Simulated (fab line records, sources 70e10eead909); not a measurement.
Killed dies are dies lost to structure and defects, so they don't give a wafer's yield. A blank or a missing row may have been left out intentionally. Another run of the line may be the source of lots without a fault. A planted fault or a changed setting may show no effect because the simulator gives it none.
Comparing a struck lot with a sound one :: flow nand-harc :: 15 out of 1302 route steps
Sound: wafers L848.2, L848.3, L848.4. Wafers L843.3, L843.4, L843.5 were the ones struck. At the end, the cause is stated.
Per side, at each step with rows, come the tool, then ch with its chambers, and then its first start. Under that, the readings that differ: sound wafers :: struck wafers :: difference of the means :: sigmas: that difference in standard deviations of wafers without a fault.
alike: readings whose means differ by less than 2 such deviations, and words and numbers that are the same on both sides. not compared: withheld readings, readings that some wafer has no value for, bounds like >300 that may hide the same value, and numbers for which the record gives no deviation and whose values overlap.
Wherever a step has rows on one side only, a row that says differs or no value, or a row with sigmas, the two part there. When numbers do not overlap yet have no deviation, they are printed without sigmas and do not part them. Lack of a reading on every wafer of one side parts them only where that side has two or more wafers.

first, 1 step without rows for these wafers: NHARC_A_CHANNEL_HOLE_D1_SRD_29.
NHARC_A_CHANNEL_HOLE_D1_CD_MEAS_30:
  sound: cd-sem-01 at day 15 00:23; struck: cd-sem-02 at day 12 17:59
  alike: cd-nm
NHARC_A_CHANNEL_HOLE_D1_XSEM_31:
  sound on xsem-01 ch 0, day 15 00:28; struck on xsem-02 ch 0, day 12 18:05
  alike: bot-cd-nm, bow-nm, tilt-deg
NHARC_A_CHANNEL_HOLE_D1_INSPECT_40:
  sound: defect-inspect-02 at day 15 00:34; struck: defect-inspect-02 at day 12 18:11
  alike: raw-defect-count
then, 2 steps without rows for these wafers: NHARC_A_CHANNEL_FILL_D1_PRECLEAN_00 (cleans in SC1); NHARC_A_CHANNEL_FILL_D1_SRD_01.
NHARC_A_CHANNEL_FILL_D1_ALD_02: deposits SiO2, target thk 6 nm, pulse time 10 s, ald cycles 60.
  sound on ald-hk-02 ch 1,2,3, day 15 00:45; struck on ald-hk-02 ch 1,3, day 12 18:26
  alike: heater-power-w, precursor-pulse-height-rel
NHARC_A_CHANNEL_FILL_D1_ALD_03: deposits SiNx, target thk 6 nm, pulse time 60 s, ald cycles 58.
  sound: ald-sin-batch-02 ch 0; struck: ald-sin-batch-03 ch 0
  alike: precursor-pulse-height-rel
NHARC_A_CHANNEL_FILL_D1_ALD_14: deposits SiO2, target thk 2.5 nm, pulse time 10 s, ald cycles 25.
  sound on ald-hk-02 ch 0,2,3, day 15 08:09; struck on ald-hk-04 ch 0,2,3, day 13 01:11
  alike: heater-power-w, precursor-pulse-height-rel
then, 3 steps without rows for these wafers: NHARC_A_CHANNEL_FILL_D1_ALD_15 (deposits SiNx, target thk 2 nm, pulse time 60 s, ald cycles 19); NHARC_A_CHANNEL_FILL_D1_ALD_16 (deposits SiO2, target thk 1.5 nm, pulse time 10 s, ald cycles 15); NHARC_A_CHANNEL_FILL_D1_ANNEAL_17 (time 1800 s).
NHARC_A_CHANNEL_FILL_D1_CVD_18: deposits poly-Si, target thk 3 nm.
  sound on lpcvd-poly-03 ch 0, day 16 00:58; struck on lpcvd-poly-04, day 13 16:04
  no value came back on the struck wafers for spike-tc-bottom-C (C), spike-tc-centre-C (C), tube-center-temp-C (C); on the sound wafers spike-tc-bottom-C (C) reads 575.3 573.6 575.0
NHARC_A_CHANNEL_FILL_D1_ETCHBACK_19: etches the open film in HBr/Cl2, target depth 5 nm, time 1.7 s.
  sound on rie-si-03 ch 1,2,3, day 16 03:02; struck on rie-si-03 ch 0,1,2, day 13 18:08
  alike: bias-w, drypump-motor-current-A, oes-product-au, throttle-valve-pct
  not compared: rf-hours-counter-h
-- the record jumps here: 15 days lie between the struck wafers' starts before and after (it left off in module A_CHANNEL_FILL_D1 and takes up again in module END, whose first step shown is number 1302 of the route) --
NHARC_END_SORT_01:
  at this point the record logs the struck wafers (prober-02 ch 0, day 28 14:29) and has no rows for the sound ones

== WHERE THEY PART ==
Last at NHARC_END_SORT_01 as far as this record goes, first at NHARC_A_CHANNEL_FILL_D1_CVD_18.

WHY: whatever the simulator had introduced
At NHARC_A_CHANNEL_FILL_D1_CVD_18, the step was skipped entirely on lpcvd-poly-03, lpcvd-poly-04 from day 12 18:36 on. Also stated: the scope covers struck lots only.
